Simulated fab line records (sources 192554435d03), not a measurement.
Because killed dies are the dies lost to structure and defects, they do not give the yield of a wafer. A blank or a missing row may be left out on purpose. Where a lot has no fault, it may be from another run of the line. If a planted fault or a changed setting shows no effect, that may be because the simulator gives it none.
Split-lot experiment	flow n5-finfet	21 wafers read across 7 lots, on a route 1938 steps long

== ON THE SPLIT ==
At N5_BEOL_M9_HM_DEP_02 (deposits TiN, target thk 20 nm), the setting target-thk-a was moved away from the recipe's 200 angstrom on 6 of the 21 wafers read, by -9.0% to +12.9%. For the rest of the wafers, this setting stayed at what the recipe calls for.

Reading taken at the split's own step.

== THE READING ==
TiN_of_BEOL_M9_HM_DEP_02.thk-nm (the simulator's own value, which no gauge read), in nm, at N5_BEOL_M9_HM_DEP_02 (deposits TiN, target thk 20 nm). There is no usual value for it anywhere in the file. Across the 15 wafers here that went through the recipe, the average is 20.0 nm and the standard deviation 0.15 nm.

wafer	tool, chamber at the split	target-thk-a as run, angstrom	against the recipe	TiN_of_BEOL_M9_HM_DEP_02.thk-nm, nm	against lot-mates on the recipe
L074.3	pvd-sputter-01, -	200	recipe	20	-
L074.5	pvd-sputter-01, -	200	recipe	20	-
L074.6	pvd-sputter-01, -	200	recipe	20	-
L079.1	pvd-sputter-01, -	200	recipe	19.6	-
L079.3	pvd-sputter-01, -	183.9	-8.1%	18.2	-1.6
L079.6	pvd-sputter-01, -	200	recipe	20	-
L086.2	pvd-sputter-02, -	182.1	-9.0%	18.2	-2.0
L086.5	pvd-sputter-02, -	200	recipe	20.2	-
L086.6	pvd-sputter-02, -	182.1	-9.0%	18.4	-1.8
L085.4	pvd-sputter-02, -	200	recipe	20	-
L085.6	pvd-sputter-02, -	200	recipe	20	-
L085.5	pvd-sputter-02, -	225.8	+12.9%	22.8	+2.8
L088.1	pvd-sputter-03, -	200	recipe	19.8	-
L088.6	pvd-sputter-03, -	200	recipe	19.8	-
L088.5	pvd-sputter-03, -	212.8	+6.4%	21.4	+1.6
L092.2	pvd-sputter-03, -	200	recipe	19.8	-
L092.5	pvd-sputter-03, -	200	recipe	20.2	-
L092.6	pvd-sputter-03, -	200	recipe	20	-
L096.2	pvd-sputter-03, -	200	recipe	20	-
L096.5	pvd-sputter-03, -	200	recipe	20	-
L096.6	pvd-sputter-03, -	215.5	+7.7%	22.2	+2.2

THE FIT
A straight line over all 21 wafers: TiN_of_BEOL_M9_HM_DEP_02.thk-nm changes by +0.217 nm for each +1% of target-thk-a; r = +0.98; the points scatter about the line by 0.2 nm.
The same after taking each lot's own level away (the mean of its wafers on the recipe; 21 wafers): +0.224 nm for each +1%; r = +0.99; scatter 0.15 nm.
On that fit, the largest move of target-thk-a shifts the reading by 2.9 nm.
Across the lots, their own levels run from 19.80 to 20.20 nm, a range of 2.7 times the standard deviation given above.
Consequently the slope shifts little with the lot-to-lot level, the two slopes agreeing.
Check: +3.02 nm against its lot-mates is what the line predicts for one of the wafers moved furthest among these (+12.9%) when that wafer is left out of the fit. Against them it came out at +2.8 nm.

== ADDITIONAL SPLITS CARRIED BY THESE WAFERS ==
Other splits were also applied to these wafers ahead of the reading. Each is held against what the fit with the lots' levels taken away leaves over:
other split on the same wafers	wafers away from the commonest value	r with TiN_of_BEOL_M9_HM_DEP_02.thk-nm (lot level and that fit taken away)
N5_BEOL_M6_COAT_59 spin-rpm	8	-0.18
N5_BEOL_M6_EXPOSE_08 dose-mj	7	-0.08
N5_BEOL_M7_PECVD_70 temp-c	3	+0.33
N5_BEOL_M7_ETCH_61 source-w	7	+0.29
N5_BEOL_M7_STRIP_19 pressure-mtorr	9	+0.00
N5_BEOL_M8_COAT_63 spin-rpm	10	-0.03

== THE FILE'S OWN FIT ==
TiN_of_BEOL_M9_HM_DEP_02.thk-nm changes by +0.226 nm for each +1% of target-thk-a, r = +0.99.
